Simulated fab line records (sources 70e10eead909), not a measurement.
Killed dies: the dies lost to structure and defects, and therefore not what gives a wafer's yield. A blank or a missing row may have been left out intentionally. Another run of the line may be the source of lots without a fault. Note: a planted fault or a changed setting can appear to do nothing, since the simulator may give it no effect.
Matching of chambers    flow nandHarc    cmp-04 running NHARC_A_M1_CMP_23: 4 sister chambers
The step polishes, t overpolish 20 s, target thk 154.34 nm. 8 wafers are shown with their chamber, then 7 later ones without.

WAFERS, EACH WITH ITS CHAMBER
wafer   chamber  motorCurrentA (A)  timeToEndpointS (s)
L079.2  2        10.7               27.4
L088.2  1        10.0               26.2
L088.5  3        10.0               29.1
L090.3  3        10.7               28.1
L090.4  0        11.7               27.5
L090.5  2        10.7               28.5
L094.1  1        9.7                25.0
L094.4  0        12.6               31.8

WAFERS MISSING THEIR CHAMBER
wafer   motorCurrentA (A)  timeToEndpointS (s)
L094.6  10.9               26.4
L095.3  11.5               30.7
L095.5  11.7               30.6
L095.6  10.9               27.9
L097.2  10.2               30.1
L097.3  11.3               36.0
L097.4  10.6               32.6

CHAMBER TAKEN BY EACH
wafer   from the rows above           in truth
L094.6  can't be placed: 2 or 3 or 1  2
L095.3  can't be placed: 0 or 2 or 3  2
L095.5  can't be placed: 0 or 2       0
L095.6  can't be placed: 2 or 3       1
L097.2  can't be placed: 3 or 2 or 1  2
L097.3  can't be placed: 0 or 3 or 2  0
L097.4  can't be placed: 3 or 2 or 0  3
Correct placement for 0 of the 7. Can't be placed from these rows: 7 (the true chamber is among the candidates in 6). 0 placed wrongly.
How it was worked out, from the rows above alone: a wafer's distance from a chamber is the root of the sum, over the readings, of the square of ((its reading less the chamber's mean) divided by the reading's scatter). The wafer belongs to the nearest chamber; if the next one is less than 2 further off, it can't be placed. The mean given for a chamber averages the wafers shown for that chamber. The scatter: the root of (the sum of the squares of (reading less its chamber's mean) over the shown wafers, divided by (wafers less chambers)).
